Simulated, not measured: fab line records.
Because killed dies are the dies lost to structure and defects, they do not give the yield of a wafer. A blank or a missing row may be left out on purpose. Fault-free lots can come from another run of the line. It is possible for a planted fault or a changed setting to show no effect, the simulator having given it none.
fab line records -- flow nandHarc
record: lots: 12, wafers: 32, lastDay: 35
route steps=1302 shown A_BLC@1121 A_M0@1145 END@1302
lots that met no fault: taken from a fault-free run of the same line
startH: start of the lot's first displayed wafer, in hours after the record's first day -- waitH: hours elapsed since this lot's preceding step -- " unchanged from the row above -- L1.1+2: several wafers, shown together as one row -- - value missing, or start not given -- * or withheld: withheld -- < > ~ a bound
route shown NAME@n: names a module that has steps shown in the file, with the first one's number in the route -- usual: average and standard deviation across the fault-free wafers -- same: alike in all rows -- chamber/n: place in a boat -- sites: per-site readings -- _std_site: the standard deviation of these -- _edge_site: inner sites' mean taken away from outer sites' mean -- radiusMm: how far each site lies from the wafer's centre -- mask NAME#n: copy n -- behind: the tool/chamber that last shaped the wafer -- hold: the reason the lot was held/the length of the hold in hours/how it ended -- device: the transistor (n, p or np) that didn't switch -- end of line: the same wafers' tests at the end of the route -- a step given without rows: its recipe and nothing more -- killed: count of dies lost to structure and defects at first sort (not the wafer's yield) -- map: dies across one wafer; x = killed, . = not, _ = none there
set.NAME: the setting that was run; set.NAME@STEP: the one run at that earlier step -- model.NAME: the simulator's own value behind a step, which no gauge read
steps of the route over a sample of lots; a table a step, a row a wafer
services: from which hour (startH, from the record's first day; less than 0 if before it) a tool's chamber was out of use, for how many hours, and why
== steps ==
step: NHARC_A_BLC_ETCH_16
recipe: targetDepthA: 390, overEtchFrac: 0.3, timeS: 65, ionEnergyEv: 80, cf4FlowSccm: 150, arFlowSccm: 0, rfW: 300, biasW: 100, chemistry: CF4
usual: biasW: 100.0/0.31, drypumpMotorCurrentA: 5.9/0.55, oesProductAu: 1.001/0.0071, rfVppV: 150.7/1.2, showerheadPlenumPTorr: 1.73/0.064, throttleValvePct: 13.283/0.0088
lot.wafer,tool,chamber,startH,waitH,biasW,drypumpMotorCurrentA,oesProductAu,rfHoursCounterH,rfVppV,showerheadPlenumPTorr,throttleValvePct
L346.3,rieDiel-12,1,523.49,0.1,99.6,6.6,0.997,7,149.8,1.75,13.270
L346.2,rieDiel-12,3,523.49,0.1,99.6,5.0,1.001,7,150.4,1.65,13.285
L346.6,rieDiel-12,1,523.49,0.1,99.7,6.5,0.993,-,150.6,1.75,13.296
L348.1,rieDiel-12,0,548.57,0.1,100.2,6.0,0.993,9,149.3,1.72,13.282
L348.3,rieDiel-12,1,548.57,0.1,100.3,6.6,1.000,9,151.6,1.75,13.277
L348.4,rieDiel-12,2,548.57,0.1,99.9,5.2,0.994,6,151.6,1.70,13.292
L352.4,rieDiel-08,0,563.86,0.1,100.0,5.8,1.005,0,149.6,1.66,13.293
L352.5,rieDiel-08,0,563.86,0.1,100.0,5.8,1.006,-,150.2,1.66,13.292
L352.6,rieDiel-08,1,563.86,0.1,100.3,6.8,1.005,-,150.5,1.78,13.280
L354.4,rieDiel-08,3,576.93,0.1,99.8,5.9,0.996,2,153.5,1.88,13.282
L354.1,rieDiel-08,0,576.93,0.1,100.4,5.8,1.009,1,149.8,1.66,13.279
L354.2,rieDiel-08,1,576.93,0.1,100.4,6.8,1.001,1,150.6,1.78,13.287
L353.2,rieDiel-12,2,593.77,0.1,99.9,5.2,1.006,11,149.6,1.70,13.290
L353.5,rieDiel-12,3,593.77,0.1,100.4,5.1,0.997,-,149.6,1.65,13.289
L353.6,rieDiel-12,0,593.77,0.1,100.3,6.0,0.997,-,151.1,1.72,13.293
L355.2,rieDiel-12,2,609.89,0.1,100.0,5.2,1.001,12,150.9,1.70,13.279
L355.3,rieDiel-12,0,609.89,0.1,99.9,6.0,0.996,15,151.0,1.72,13.288
L355.4,rieDiel-12,2,609.89,0.1,100.3,5.2,0.990,-,150.1,1.70,13.275
L359.5,rieDiel-08,3,647.23,0.1,100.6,5.9,1.005,-,152.3,1.88,13.282
L360.1,rieDiel-12,3,659.10,0.1,99.4,5.1,1.011,2,148.5,1.65,13.295
L365.3,rieDiel-08,1,709.40,0.1,100.4,6.8,1.006,8,150.5,1.78,13.287
L365.5,rieDiel-08,3,709.40,0.1,100.0,6.0,1.002,-,153.0,1.88,13.291
L365.6,rieDiel-08,0,709.40,0.1,100.0,5.8,1.001,-,149.4,1.66,13.278
L368.3,rieDiel-12,3,732.15,0.1,99.8,5.1,0.995,9,149.0,1.64,13.274
L368.1,rieDiel-12,1,732.15,0.1,99.6,6.6,1.001,8,150.8,1.75,13.282
L368.2,rieDiel-12,2,732.15,0.1,100.2,5.1,1.015,8,150.8,1.69,13.276
L367.2,rieDiel-12,2,759.97,0.1,99.6,5.2,0.990,10,150.6,1.69,13.273
L367.1,rieDiel-12,3,759.97,0.1,100.0,5.1,1.003,10,148.8,1.64,13.292
L367.5,rieDiel-12,2,759.97,0.1,100.2,5.2,1.007,-,150.2,1.69,13.281
L369.3,rieDiel-12,0,772.99,0.1,100.2,6.0,1.001,11,148.6,1.71,13.295
L369.2,rieDiel-12,2,772.99,0.1,100.3,5.2,1.006,11,150.5,1.69,13.285
L369.5,rieDiel-12,3,772.99,0.1,100.2,5.1,1.012,-,149.5,1.64,13.263
step: NHARC_A_BLC_ETCH_17
recipe: targetDepthA: 3900, overEtchFrac: 0.25, timeS: 609.38, ionEnergyEv: 200, n2FlowSccm: 150, h2FlowSccm: 150, arFlowSccm: 0, rfW: 400, biasW: 150, chemistry: N2/H2
usual: biasW: 150.0/0.5, drypumpMotorCurrentA: 5.9/0.55, oesProductAu: 1.000/0.0067, rfVppV: 428.9/2.5, showerheadPlenumPTorr: 1.99/0.082, throttleValvePct: 14.170/0.0094
lot.wafer,tool,chamber,startH,waitH,biasW,drypumpMotorCurrentA,oesProductAu,rfHoursCounterH,rfVppV,showerheadPlenumPTorr,throttleValvePct
L346.2,rieDiel-12,1,-,-,150.0,6.6,0.999,7,430.2,2.02,14.178
L346.3,rieDiel-12,3,-,-,151.5,5.1,1.003,7,426.7,1.89,14.165
L346.6,rieDiel-12,0,-,-,149.7,6.0,0.989,-,428.0,1.98,14.167
L348.3,rieDiel-12,1,-,-,149.4,6.5,1.009,10,430.8,2.02,14.162
L348.4,rieDiel-12,2,-,-,150.1,5.2,0.997,6,428.3,1.95,14.171
L348.1,rieDiel-12,3,-,-,149.7,5.1,0.993,10,425.2,1.89,14.177
L352.4,rieDiel-08,3,-,-,150.0,5.9,1.001,0,434.5,2.18,14.175
L352.6,rieDiel-08,2,-,-,150.4,5.9,0.993,-,427.6,2.00,14.141
L352.5,rieDiel-08,3,-,-,150.1,6.0,1.002,-,433.3,2.18,14.181
L354.1,rieDiel-08,1,-,-,150.4,6.8,0.994,1,432.0,2.05,14.179
L354.2,rieDiel-08,2,-,-,150.1,5.9,0.989,1,428.6,2.00,14.178
L354.4,rieDiel-08,3,-,-,149.2,6.0,1.002,2,434.1,2.18,14.179
L353.2,rieDiel-12,1,-,-,149.4,6.5,0.996,14,431.2,2.01,14.161
L353.6,rieDiel-12,2,-,-,149.2,5.2,0.992,-,428.8,1.95,14.166
L353.5,rieDiel-12,3,-,-,150.7,5.1,1.000,-,425.5,1.88,14.179
L355.2,rieDiel-12,2,-,-,150.6,5.2,0.994,13,427.7,1.95,14.163
L355.3,rieDiel-12,0,-,-,150.9,6.0,1.001,15,426.4,1.97,14.165
L355.4,rieDiel-12,1,-,-,149.9,6.6,0.994,-,428.5,2.01,14.177
L359.5,rieDiel-08,2,-,-,150.4,5.9,1.002,-,429.2,1.99,14.168
L360.1,rieDiel-12,0,-,-,150.0,6.0,0.993,2,427.9,1.97,14.163
L365.3,rieDiel-08,0,-,-,148.9,5.8,1.008,9,426.7,1.90,14.182
L365.6,rieDiel-08,0,-,-,149.8,5.8,1.014,-,427.3,1.90,14.157
L365.5,rieDiel-08,1,-,-,149.9,6.8,1.003,-,431.5,2.05,14.185
L368.2,rieDiel-12,1,-,-,149.6,6.5,1.009,8,430.2,2.01,14.159
L368.1,rieDiel-12,2,-,-,150.0,5.2,0.997,9,427.9,1.94,14.172
L368.3,rieDiel-12,3,-,-,149.0,5.1,1.002,9,425.5,1.88,14.173
L367.2,rieDiel-12,2,-,-,149.8,5.2,1.007,10,429.2,1.94,14.171
L367.1,rieDiel-12,0,-,-,150.0,6.0,1.005,10,429.1,1.97,14.153
L367.5,rieDiel-12,2,-,-,149.8,5.2,1.011,-,428.2,1.94,14.169
L369.2,rieDiel-12,0,-,-,150.1,6.0,1.007,11,429.0,1.97,14.169
L369.3,rieDiel-12,1,-,-,150.1,6.5,0.993,11,430.0,2.01,14.164
L369.5,rieDiel-12,3,-,-,150.1,5.1,1.006,-,426.3,1.88,14.158
step: NHARC_A_BLC_CD_MEAS_19
usual: cdNm: 99.5/1.5
lot.wafer,tool,chamber,startH,waitH,cdNm
L346.2,cdSem-02,-,524.47,-,98.3
L346.3,cdSem-02,-,524.47,-,100.2
L346.6,cdSem-02,-,524.47,-,101.8
L348.1,cdSem-01,-,549.45,-,101.0
L348.3,cdSem-01,-,549.45,-,98.4
L348.4,cdSem-01,-,549.45,-,101.6
L352.4,cdSem-01,-,564.75,-,97.3
L352.5,cdSem-01,-,564.75,-,97.1
L352.6,cdSem-01,-,564.75,-,98.5
L354.1,cdSem-01,-,577.81,-,100.7
L354.2,cdSem-01,-,577.81,-,98.4
L354.4,cdSem-01,-,577.81,-,98.0
L353.2,cdSem-03,-,594.63,-,97.4
L353.5,cdSem-03,-,594.63,-,98.4
L353.6,cdSem-03,-,594.63,-,100.1
L355.2,cdSem-03,-,610.94,-,101.2
L355.3,cdSem-03,-,610.94,-,100.1
L355.4,cdSem-03,-,610.94,-,98.7
L359.5,cdSem-01,-,648.09,-,97.9
L360.1,cdSem-01,-,659.96,-,102.3
L365.3,cdSem-03,-,710.28,-,99.1
L365.5,cdSem-03,-,710.28,-,97.8
L365.6,cdSem-03,-,710.28,-,101.0
L368.1,cdSem-02,-,733.03,-,100.0
L368.2,cdSem-02,-,733.03,-,99.7
L368.3,cdSem-02,-,733.03,-,100.5
L367.1,cdSem-01,-,760.85,-,99.6
L367.2,cdSem-01,-,760.85,-,100.9
L367.5,cdSem-01,-,760.85,-,98.5
L369.2,cdSem-01,-,773.86,-,98.8
L369.3,cdSem-01,-,773.86,-,100.4
L369.5,cdSem-01,-,773.86,-,99.9
step: NHARC_A_M0_PEB_07
recipe: pebTempC: 100, pebTimeS: 65
usual: heaterPowerTotalW: 156.6/0.44, plateTempC: 100.00/0.12
lot.wafer,tool,chamber,startH,waitH,heaterPowerTotalW,plateTempC
L346.2,lithoTrack-06,0,527.18,0.1,157.1,99.88
L346.3,lithoTrack-06,0,527.18,0.1,156.0,99.91
L346.6,lithoTrack-06,0,527.18,0.1,157.1,99.82
L348.1,lithoTrack-01,0,552.40,0.1,156.4,100.09
L348.3,lithoTrack-01,0,552.40,0.1,156.3,99.82
L348.4,lithoTrack-01,0,552.40,0.1,156.0,99.93
L352.4,lithoTrack-06,0,567.41,0.0,157.0,99.99
L352.5,lithoTrack-06,0,567.41,0.0,156.8,99.95
L352.6,lithoTrack-06,0,567.41,0.0,156.6,99.96
L354.1,lithoTrack-01,0,580.69,0.1,156.1,100.09
L354.2,lithoTrack-01,0,580.69,0.1,156.1,99.99
L354.4,lithoTrack-01,0,580.69,0.1,157.2,100.16
L353.2,lithoTrack-06,0,597.34,0.1,157.1,100.25
L353.5,lithoTrack-06,0,597.34,0.1,156.4,100.07
L353.6,lithoTrack-06,0,597.34,0.1,157.2,100.10
L355.2,lithoTrack-06,0,613.65,0.1,156.7,99.98
L355.3,lithoTrack-06,0,613.65,0.1,156.1,99.80
L355.4,lithoTrack-06,0,613.65,0.1,156.0,99.95
L359.5,lithoTrack-01,0,650.92,0.0,153.4,98.36
L360.1,lithoTrack-01,0,662.76,0.1,153.0,98.42
L365.3,lithoTrack-06,0,713.07,0.0,156.1,99.94
L365.5,lithoTrack-06,0,713.07,0.0,155.9,99.92
L365.6,lithoTrack-06,0,713.07,0.0,156.2,99.99
L368.1,lithoTrack-04,0,735.82,0.1,157.2,100.13
L368.2,lithoTrack-04,0,735.82,0.1,156.3,99.77
L368.3,lithoTrack-04,0,735.82,0.1,156.7,99.87
L367.1,lithoTrack-06,0,763.53,0.1,156.2,100.02
L367.2,lithoTrack-06,0,763.53,0.1,156.7,99.89
L367.5,lithoTrack-06,0,763.53,0.1,157.1,99.96
L369.2,lithoTrack-06,0,776.71,0.1,156.6,100.19
L369.3,lithoTrack-06,0,776.71,0.1,157.1,99.89
L369.5,lithoTrack-06,0,776.71,0.1,156.9,100.04
step: NHARC_A_M0_CD_MEAS_09
recipe: targetCdNm: 80, landingEnergyEv: 500
usual: cdNm: 80.2/0.52
same: landingEnergyEv: 500
lot.wafer,tool,chamber,startH,waitH,cdNm
L346.2,cdSem-01,0,527.26,-,80.6
L346.3,cdSem-01,0,527.26,-,79.5
L346.6,cdSem-01,0,527.26,-,80.0
L348.1,cdSem-03,0,552.48,-,80.3
L348.3,cdSem-03,0,552.48,-,80.5
L348.4,cdSem-03,0,552.48,-,78.9
L352.4,cdSem-02,0,567.50,-,79.6
L352.5,cdSem-02,0,567.50,-,79.8
L352.6,cdSem-02,0,567.50,-,79.6
L354.1,cdSem-01,0,580.77,-,79.2
L354.2,cdSem-01,0,580.77,-,79.6
L354.4,cdSem-01,0,580.77,-,79.1
L353.2,cdSem-01,0,597.42,-,79.5
L353.5,cdSem-01,0,597.42,-,79.9
L353.6,cdSem-01,0,597.42,-,80.2
L355.2,cdSem-03,0,613.73,-,80.9
L355.3,cdSem-03,0,613.73,-,80.4
L355.4,cdSem-03,0,613.73,-,80.6
L359.5,cdSem-02,0,651.01,-,74.5
L360.1,cdSem-03,0,662.84,-,73.6
L365.3,cdSem-03,0,713.15,-,79.9
L365.5,cdSem-03,0,713.15,-,80.7
L365.6,cdSem-03,0,713.15,-,79.7
L368.1,cdSem-02,0,735.90,-,79.7
L368.2,cdSem-02,0,735.90,-,79.6
L368.3,cdSem-02,0,735.90,-,79.9
L367.1,cdSem-02,0,763.61,-,80.7
L367.2,cdSem-02,0,763.61,-,80.4
L367.5,cdSem-02,0,763.61,-,80.4
L369.2,cdSem-02,0,776.79,-,80.5
L369.3,cdSem-02,0,776.79,-,80.7
L369.5,cdSem-02,0,776.79,-,80.1
step: NHARC_A_M0_CD_MEAS_16
usual: cdNm: 80.1/0.63
lot.wafer,tool,chamber,startH,waitH,cdNm
L346.2,cdSem-02,-,527.79,-,80.5
L346.3,cdSem-02,-,527.79,-,80.0
L346.6,cdSem-02,-,527.79,-,79.8
L348.1,cdSem-03,-,553.00,-,80.0
L348.3,cdSem-03,-,553.00,-,79.3
L348.4,cdSem-03,-,553.00,-,79.1
L352.4,cdSem-01,-,567.98,-,79.7
L352.5,cdSem-01,-,567.98,-,79.2
L352.6,cdSem-01,-,567.98,-,79.4
L354.1,cdSem-02,-,581.25,-,79.4
L354.2,cdSem-02,-,581.25,-,80.3
L354.4,cdSem-02,-,581.25,-,78.8
L353.2,cdSem-01,-,597.91,-,80.3
L353.5,cdSem-01,-,597.91,-,80.2
L353.6,cdSem-01,-,597.91,-,79.5
L355.2,cdSem-01,-,614.22,-,80.7
L355.3,cdSem-01,-,614.22,-,79.5
L355.4,cdSem-01,-,614.22,-,80.2
L359.5,cdSem-01,-,651.50,-,74.1
L360.1,cdSem-03,-,663.38,-,72.4
L365.3,cdSem-02,-,713.64,-,80.7
L365.5,cdSem-02,-,713.64,-,80.4
L365.6,cdSem-02,-,713.64,-,80.2
L368.1,cdSem-02,-,736.43,-,80.1
L368.2,cdSem-02,-,736.43,-,79.4
L368.3,cdSem-02,-,736.43,-,79.4
L367.1,cdSem-03,-,764.10,-,81.6
L367.2,cdSem-03,-,764.10,-,80.9
L367.5,cdSem-03,-,764.10,-,80.9
L369.2,cdSem-01,-,777.28,-,80.4
L369.3,cdSem-01,-,777.28,-,80.4
L369.5,cdSem-01,-,777.28,-,80.4
step: NHARC_END_SORT_01
recipe: tempC: 25
usual: killedAtArray: 44/16, killedAtOther: 0.6/1.1, killedAtPeriphery: 3.9/2.6, killedDies: 48/16, killedOpen: 3.1/1.9, killedShort: 2.4/1.8
same: grossDies: 677
lot.wafer,tool,chamber,startH,waitH,killedAtArray,killedAtOther,killedAtPeriphery,killedDies,killedOpen,killedShort
L359.5,prober-01,0,698.34,3.7,56,0,4,60,2,4
L360.1,prober-02,0,704.12,2.5,75,1,3,79,3,3
killed by level:class
L359.5 A_SLIT:unspecified=28 A_SLIT:chamberFilmFlake=9 A_CONTACT:chamberFilmFlake=5 A_CHANNEL_FILL_D2:chamberFilmFlake=3 A_CHANNEL_HOLE_D1:chamberFilmFlake=2 A_WL_FILL:chamberFilmFlake=2 P_CONTACT:geometricParticle:short=1 A_ONON_D1:geometricParticle:short=1
L360.1 A_CHANNEL_HOLE_D1:chamberFilmFlake=31 A_SLIT:unspecified=23 A_CHANNEL_HOLE_D2:chamberFilmFlake=5 A_SLIT:chamberFilmFlake=5 A_CONTACT:chamberFilmFlake=4 P_GATE:chamberFilmFlake=2 A_CHANNEL_HOLE_D1:geometricParticle:open=1 A_CHANNEL_FILL_D1:geometricParticle:short=1
== services ==
tool,chamber,startH,hours,kind
rieDiel-12,0,503.40,-,clean
rieDiel-12,1,503.40,-,clean
rieDiel-12,2,503.40,-,clean
rieDiel-12,3,503.40,-,clean
lithoTrack-01,-,505.00,7.0,pm
rieDiel-08,0,509.99,11.1,repair
rieDiel-12,0,527.90,-,clean
rieDiel-12,1,527.90,-,clean
rieDiel-12,2,527.90,-,clean
rieDiel-12,3,527.90,-,clean
lithoTrack-06,-,529.00,7.0,pm
rieDiel-08,-,544.80,9.0,pm
rieDiel-12,0,552.40,-,clean
rieDiel-12,1,552.40,-,clean
rieDiel-12,2,552.40,-,clean
rieDiel-12,3,552.40,-,clean
lithoTrack-04,-,553.00,7.0,pm
rieDiel-12,3,601.11,15.8,repair
rieDiel-12,-,622.40,9.0,pm
lithoTrack-01,-,680.00,7.0,pm
lithoTrack-06,-,704.00,7.0,pm
rieDiel-08,-,721.80,9.0,pm
lithoTrack-04,-,728.00,7.0,pm
rieDiel-08,0,735.85,4.3,repair
== key ==
firstSign: step: NHARC_A_M0_PEB_07, reading: plateTempC, direction: down, sigmas: 13, usual: *, struck: *
effect: step: NHARC_A_M0_PEB_07, reading: heaterPowerTotalW, direction: down, sigmas: 7.8, usual: *, struck: *
effect: step: NHARC_A_M0_CD_MEAS_09, reading: cdNm, direction: down, sigmas: 12, usual: 80.2, struck: 74.0
effect: step: NHARC_A_M0_CD_MEAS_16, reading: cdNm, direction: down, sigmas: 11, usual: 80.1, struck: 73.3
metAt NHARC_A_M0_PEB_07
struckLots L359,L360
testerLeftOut L359,L360
notActingAt NHARC_A_BLC_ETCH_16,NHARC_A_BLC_ETCH_17,NHARC_A_BLC_CD_MEAS_19
onsetBetween 580.69 650.92
earlierFault: kind: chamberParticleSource, tool: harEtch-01, chamber: 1, onsetH: 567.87, steps: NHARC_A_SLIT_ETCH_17, ratePerVisitCm2: 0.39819
fault: kind: processParameterDrift, tool: lithoTrack-01, chamber: -, onsetH: 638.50, steps: NHARC_A_M0_PEB_07, channel: pebTempC, offset: *, shape: step, actsIn: *, stated: *
testerLeftOut: of these lots the tester's yield and bins aren't shown, on N5 and GAA mostly nor the transistor test; their killed dies are dies lost to structure and defects alone, not to doping, threshold or leakage, so they don't give the yield
